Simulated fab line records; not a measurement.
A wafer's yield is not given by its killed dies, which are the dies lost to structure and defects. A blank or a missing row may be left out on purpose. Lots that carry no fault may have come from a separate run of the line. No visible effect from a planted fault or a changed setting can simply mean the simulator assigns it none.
fab line records ; flow nand-harc
record: lots: 7; wafers: 21; last-day: 26
route steps=1159 shown P_START@1 P_ZERO_WELL@2 END@1159
lots that met no fault: taken from a fault-free run of the same line
start-h: hours from the record's opening day to when the first of the lot's shown wafers began ; wait-h: hours since the lot's step before ; " identical to the entry in the row above ; L1.1+2: one row covering several wafers at once ; - no value present, or no start provided ; * or withheld: withheld ; < > ~ a bound
route shown NAME@n: NAME is a module with steps in the file, n the number in the route of the first one ; usual: mean and standard deviation over wafers with no fault ; same: alike in all rows ; chamber/n: place in a boat ; sites: the reading at each site ; _std_site: their standard deviation ; _edge_site: inner sites' mean taken away from outer sites' mean ; radius-mm: for every site, how far away it sits from the centre of the wafer ; mask NAME#n: copy n ; behind: tool/chamber where the wafer was last shaped ; hold: the reason the lot was held/the length of the hold in hours/how it ended ; device: which transistor (n, p or np) failed to switch ; end of line: the same wafers' tests at the end of the route ; a step without rows: its recipe alone ; killed: at the first sort, the dies lost to defects and structure; wafer yield is something else ; map: a wafer's dies, marking killed ones x, the rest . and places with no die _
set.NAME: the setting the step ran with; set.NAME@STEP: the setting that earlier step ran with ; model.NAME: the simulator's own value behind a step, which no gauge read
a table for each step, a row for each wafer; lots at some steps of the route
services: the hour from which a tool's chamber was out of use, counted from the record's first day as start-h (under 0 if before that day), plus the number of hours and why
== steps ==
step: NHARC_P_START_INSPECT_01
usual: raw-defect-count: 3.3/1.9
lot.wafer;tool;chamber;start-h;wait-h;raw-defect-count
L203.1;defect-inspect-02;-;30.04;-;2
L203.2;defect-inspect-02;-;30.04;-;4
L203.4;defect-inspect-02;-;30.04;-;5
L204.2;defect-inspect-01;-;36.04;-;1
L204.4;defect-inspect-01;-;36.04;-;6
L204.6;defect-inspect-01;-;36.04;-;3
L205.1;defect-inspect-02;-;42.04;-;0
L205.5;defect-inspect-02;-;42.04;-;3
L205.6;defect-inspect-02;-;42.04;-;7
L206.2;defect-inspect-02;-;48.04;-;1
L206.3;defect-inspect-02;-;48.04;-;5
L206.6;defect-inspect-02;-;48.04;-;1
L216.2;defect-inspect-02;-;108.04;-;5
L216.4;defect-inspect-02;-;108.04;-;6
L216.5;defect-inspect-02;-;108.04;-;1
L217.1;defect-inspect-01;-;114.04;-;7
L217.2;defect-inspect-01;-;114.04;-;5
L217.6;defect-inspect-01;-;114.04;-;4
L223.3;defect-inspect-02;-;150.04;-;5
L223.4;defect-inspect-02;-;150.04;-;1
L223.5;defect-inspect-02;-;150.04;-;3
step: NHARC_P_ZERO_WELL_PRECLEAN_00
recipe: time-s: 600; temp-c: 120; chemistry: SPM
step: NHARC_P_ZERO_WELL_SRD_01
step: NHARC_P_ZERO_WELL_PECVD_02
recipe: target-thk-a: 100; temp-c: 400; pressure-torr: 6.5; rf-w: withheld; teos-flow-sccm: withheld; flow-sccm: 2650; target-thk-nm: 10; gas: O2; material: SiO2
step: NHARC_P_ZERO_WELL_DEHYDRATE_03
recipe: temp-c: 150; time-s: 120
step: NHARC_P_ZERO_WELL_HMDS_04
recipe: time-s: 30
step: NHARC_P_ZERO_WELL_COAT_64
recipe: temp-c: 200; time-s: 65
step: NHARC_P_ZERO_WELL_COAT_05
recipe: spin-rpm: 2000; resist-thk-nm: 600
step: NHARC_P_ZERO_WELL_SOFTBAKE_06
recipe: temp-c: 125; time-s: 70
step: NHARC_P_ZERO_WELL_EBR_07
step: NHARC_P_ZERO_WELL_EXPOSE_08
recipe: na: 0.55; target-cd-nm: 500; dose-mj: 33.8; mask-id: P_ZERO
step: NHARC_P_ZERO_WELL_PEB_09
recipe: peb-temp-c: 128; peb-time-s: 80
usual: plate-temp-C: 128.00/0.12
lot.wafer;tool;chamber;start-h;wait-h;plate-temp-C
L203.1;litho-track-02;0;31.16;0.1;127.05
L203.2;litho-track-02;0;31.16;0.1;127.19
L203.4;litho-track-02;0;31.16;0.1;127.12
L204.2;litho-track-05;0;37.28;0.1;128.08
L204.4;litho-track-05;0;37.28;0.1;127.93
L204.6;litho-track-05;0;37.28;0.1;128.06
L205.1;litho-track-02;0;43.11;0.1;127.15
L205.5;litho-track-02;0;43.11;0.1;127.28
L205.6;litho-track-02;0;43.11;0.1;127.35
L206.2;litho-track-02;0;49.04;0.1;127.14
L206.3;litho-track-02;0;49.04;0.1;127.44
L206.6;litho-track-02;0;49.04;0.1;127.28
L216.2;litho-track-07;0;109.05;0.1;127.93
L216.4;litho-track-07;0;109.05;0.1;128.01
L216.5;litho-track-07;0;109.05;0.1;128.13
L217.1;litho-track-05;0;115.15;0.1;127.98
L217.2;litho-track-05;0;115.15;0.1;128.07
L217.6;litho-track-05;0;115.15;0.1;127.97
L223.3;litho-track-02;0;151.16;0.1;128.04
L223.4;litho-track-02;0;151.16;0.1;127.89
L223.5;litho-track-02;0;151.16;0.1;128.04
step: NHARC_P_ZERO_WELL_DEVELOP_10
recipe: time-s: 50; dev-temp-c: 22
step: NHARC_END_SORT_01
recipe: temp-c: 25
usual: killed-at-array: 27/12; killed-at-other: 0.9/1.1; killed-at-periphery: 3.2/2.4; killed-dies: 31/12; killed-open: 3.3/1.7; killed-short: 2.0/1.6
same: gross-dies: 677
lot.wafer;tool;chamber;start-h;wait-h;killed-at-array;killed-at-other;killed-at-periphery;killed-dies;killed-open;killed-short
L203.1;prober-02;0;547.89;2.5;23;1;2;26;1;3
L203.2;prober-02;0;548.70;2.8;26;0;1;27;4;2
L203.4;prober-02;0;550.31;3.4;16;0;1;17;3;3
L204.2;prober-01;0;548.69;2.8;20;0;3;23;5;2
L204.4;prober-01;0;550.33;3.5;17;0;3;20;1;2
L204.6;prober-01;0;551.97;4.1;22;0;6;28;6;3
L205.1;prober-02;0;555.73;2.5;19;0;2;21;5;4
L205.5;prober-02;0;558.91;3.7;13;0;5;18;2;2
L205.6;prober-02;0;559.71;4.0;8;0;1;9;3;0
L206.2;prober-02;0;564.29;2.8;13;1;14;28;4;2
L206.3;prober-02;0;565.09;3.1;10;0;11;21;3;5
L206.6;prober-02;0;567.47;4.0;9;0;11;20;0;1
L217.1;prober-01;0;594.73;2.5;51;0;4;55;3;3
L217.2;prober-01;0;595.51;2.8;60;0;5;65;3;6
L217.6;prober-01;0;598.65;3.9;45;0;4;49;4;1
L216.2;prober-02;0;603.28;2.8;25;3;4;32;1;0
L216.4;prober-02;0;604.87;3.4;27;0;3;30;3;2
L216.5;prober-02;0;605.67;3.7;33;2;6;41;4;0
L223.3;prober-02;0;627.62;3.1;22;0;3;25;5;0
L223.4;prober-02;0;628.42;3.4;29;1;1;31;4;1
L223.5;prober-02;0;629.23;3.7;31;0;1;32;3;3
killed by level:class
L203.1 A_CHANNEL_HOLE_D1:chamber-film-flake=13 A_CONTACT:chamber-film-flake=5 P_STI:geometric-particle:short=1 A_CHANNEL_HOLE_D1:geometric-particle:open=1 A_CHANNEL_FILL_D1:geometric-particle:short=1 A_WL_FILL:geometric-particle:short=1 P_STI:chamber-film-flake=1 A_SGD_CUT:chamber-film-flake=1
L204.2 A_SLIT:chamber-film-flake=11 A_ONON_D1:geometric-particle:open=2 P_GATE:chamber-film-flake=2 A_CONTACT:chamber-film-flake=2 P_GATE:geometric-particle:short=1 A_CHANNEL_FILL_D1:geometric-particle:short=1 A_WL_FILL:geometric-particle:open=1 A_CONTACT:geometric-particle:open=1
L203.2 A_CHANNEL_HOLE_D1:chamber-film-flake=16 A_CONTACT:chamber-film-flake=2 A_ONON_D1:geometric-particle:open=1 A_CHANNEL_HOLE_D1:geometric-particle:short=1 A_CHANNEL_FILL_D1:geometric-particle:short=1 A_CHANNEL_FILL_D1:geometric-particle:open=1 A_WL_FILL:geometric-particle:open=1 A_CONTACT:geometric-particle:open=1
L203.4 A_CHANNEL_HOLE_D1:chamber-film-flake=7 A_CONTACT:geometric-particle:open=2 P_M0:geometric-particle:open=1 A_CHANNEL_FILL_D1:geometric-particle:short=1 A_WL_FILL:geometric-particle:short=1 A_M0:geometric-particle:short=1 A_CHANNEL_FILL_D1:chamber-film-flake=1 A_SGD_CUT:chamber-film-flake=1
L204.4 A_SLIT:chamber-film-flake=8 A_CHANNEL_HOLE_D1:chamber-film-flake=3 A_CONTACT:chamber-film-flake=3 A_CHANNEL_FILL_D1:chamber-film-flake=2 P_M0:geometric-particle:open=1 P_M0:geometric-particle:short=1 A_WL_FILL:geometric-particle:short=1 P_GATE:chamber-film-flake=1
L204.6 A_SLIT:chamber-film-flake=11 P_M0:geometric-particle:open=2 A_ONON_D1:geometric-particle:short=2 P_GATE:chamber-film-flake=2 A_CHANNEL_HOLE_D1:chamber-film-flake=2 P_GATE:geometric-particle:open=1 P_M1:geometric-particle:open=1 A_CHANNEL_HOLE_D1:geometric-particle:open=1
L205.1 A_STAIRCASE:chamber-film-flake=4 A_CHANNEL_HOLE_D1:chamber-film-flake=3 A_CHANNEL_FILL_D1:geometric-particle:short=2 A_CONTACT:geometric-particle:open=2 A_ZERO_WELL:chamber-film-flake=2 P_M1:geometric-particle:open=1 A_SOURCE_PLATE:geometric-particle:short=1 A_SGD_CUT:geometric-particle:open=1
L205.5 P_GATE:chamber-film-flake=5 A_ZERO_WELL:chamber-film-flake=3 A_CHANNEL_HOLE_D1:chamber-film-flake=2 A_ONON_D1:geometric-particle:short=1 A_WL_FILL:geometric-particle:short=1 A_WL_FILL:geometric-particle:open=1 A_CONTACT:geometric-particle:open=1 A_CHANNEL_FILL_D1:chamber-film-flake=1
L205.6 A_CHANNEL_HOLE_D1:chamber-film-flake=3 A_WL_FILL:geometric-particle:open=1 A_CONTACT:geometric-particle:open=1 A_M0:geometric-particle:open=1 P_STI:chamber-film-flake=1 A_ZERO_WELL:chamber-film-flake=1 A_WL_FILL:chamber-film-flake=1
L206.2 A_CHANNEL_HOLE_D1:chamber-film-flake=7 P_M1:chamber-film-flake=6 P_CONTACT:chamber-film-flake=4 A_CONTACT:geometric-particle:open=2 P_STI:chamber-film-flake=2 A_CONTACT:chamber-film-flake=2 P_STI:geometric-particle:open=1 P_GATE:geometric-particle:short=1
L206.3 P_CONTACT:chamber-film-flake=4 P_M1:chamber-film-flake=3 A_ZERO_WELL:chamber-film-flake=3 A_WL_FILL:geometric-particle:short=2 P_STI:chamber-film-flake=2 P_M0:geometric-particle:short=1 P_M2:geometric-particle:open=1 A_CHANNEL_HOLE_D1:geometric-particle:short=1
L206.6 P_CONTACT:chamber-film-flake=7 P_GATE:chamber-film-flake=2 P_M1:chamber-film-flake=2 A_ZERO_WELL:chamber-film-flake=2 A_CHANNEL_HOLE_D1:chamber-film-flake=2 A_WL_FILL:chamber-film-flake=2 A_CONTACT:chamber-film-flake=2 A_CONTACT:geometric-particle:short=1
L217.1 A_CHANNEL_HOLE_D1:chamber-film-flake=21 A_SLIT:chamber-film-flake=14 A_STAIRCASE:chamber-film-flake=6 A_CONTACT:chamber-film-flake=4 A_CONTACT:geometric-particle:open=2 P_BONDPAD:chamber-film-flake=2 A_ONON_D1:geometric-particle:short=1 A_CHANNEL_FILL_D1:geometric-particle:open=1
L217.2 A_CHANNEL_HOLE_D1:chamber-film-flake=24 A_SLIT:chamber-film-flake=17 A_STAIRCASE:chamber-film-flake=6 A_CONTACT:chamber-film-flake=6 A_WL_FILL:geometric-particle:short=3 P_BONDPAD:chamber-film-flake=2 P_CONTACT:geometric-particle:open=1 P_M0:geometric-particle:open=1
L217.6 A_CHANNEL_HOLE_D1:chamber-film-flake=20 A_SLIT:chamber-film-flake=13 A_STAIRCASE:chamber-film-flake=4 P_BONDPAD:chamber-film-flake=3 A_CONTACT:geometric-particle:open=2 A_ZERO_WELL:chamber-film-flake=2 P_CONTACT:geometric-particle:open=1 A_CONTACT:geometric-particle:short=1
L216.2 A_SLIT:chamber-film-flake=16 A_CONTACT:chamber-film-flake=4 A_CHANNEL_HOLE_D1:chamber-film-flake=4 P_M2:chamber-film-flake=3 THIN_TSV:chamber-film-flake=3 P_M0:geometric-particle:open=1 A_ZERO_WELL:chamber-film-flake=1
L216.4 A_SLIT:chamber-film-flake=14 A_CHANNEL_HOLE_D1:chamber-film-flake=3 A_ZERO_WELL:chamber-film-flake=2 A_STAIRCASE:chamber-film-flake=2 A_CONTACT:chamber-film-flake=2 P_GATE:geometric-particle:open=1 P_M1:geometric-particle:open=1 A_ONON_D1:geometric-particle:short=1
L216.5 A_SLIT:chamber-film-flake=16 A_CONTACT:chamber-film-flake=6 A_CHANNEL_HOLE_D1:chamber-film-flake=5 P_M0:geometric-particle:open=2 P_ZERO_WELL:chamber-film-flake=2 A_STAIRCASE:chamber-film-flake=2 THIN_TSV:chamber-film-flake=2 P_ZERO_WELL:geometric-particle:open=1
L223.3 A_STAIRCASE:chamber-film-flake=7 A_CHANNEL_HOLE_D1:chamber-film-flake=6 A_CONTACT:chamber-film-flake=5 A_M1:geometric-particle:open=2 P_CONTACT:geometric-particle:open=1 P_M0:geometric-particle:open=1 A_CONTACT:geometric-particle:open=1 P_STI:chamber-film-flake=1
L223.4 A_CHANNEL_HOLE_D1:chamber-film-flake=13 A_STAIRCASE:chamber-film-flake=6 A_CONTACT:chamber-film-flake=4 P_CONTACT:geometric-particle:open=1 A_ONON_D1:geometric-particle:open=1 A_CHANNEL_HOLE_D1:geometric-particle:short=1 A_WL_FILL:geometric-particle:open=1 A_CONTACT:geometric-particle:open=1
L223.5 A_CHANNEL_HOLE_D1:chamber-film-flake=13 A_STAIRCASE:chamber-film-flake=9 A_CONTACT:chamber-film-flake=4 A_ONON_D1:geometric-particle:open=2 P_M0:geometric-particle:open=1 A_CHANNEL_FILL_D1:geometric-particle:short=1 A_SGD_CUT:geometric-particle:short=1 A_CONTACT:geometric-particle:short=1
== services ==
tool;chamber;start-h;hours;kind
litho-track-07;-;14.00;7.0;pm
litho-track-05;-;62.00;7.0;pm
== key ==
first-sign: step: NHARC_P_ZERO_WELL_PEB_09; reading: plate-temp-C; direction: down; sigmas: 6.4; usual: *; struck: *
effect none on later readings
met-at NHARC_P_ZERO_WELL_PEB_09
struck-wafers L203.1,L203.2,L203.4,L205.1,L205.5,L205.6,L206.2,L206.3,L206.6
tester-left-out L203,L205,L206
loop-trim: step: NHARC_P_ZERO_WELL_EXPOSE_08; setting: dose; lots: L206
fault: kind: process-parameter-drift; tool: litho-track-02; chamber: -; onset-h: 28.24; steps: NHARC_P_ZERO_WELL_PEB_09; channel: peb-temp-c; offset: *; shape: step; end-h: 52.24; acts-in: *; stated: *
tester-left-out: of these lots the tester's yield and bins aren't shown, on N5 and GAA mostly nor the transistor test; their killed dies are dies lost to structure and defects alone, not to doping, threshold or leakage, so they don't give the yield
loop-trim: a control loop set the setting to another value than it would have without faults
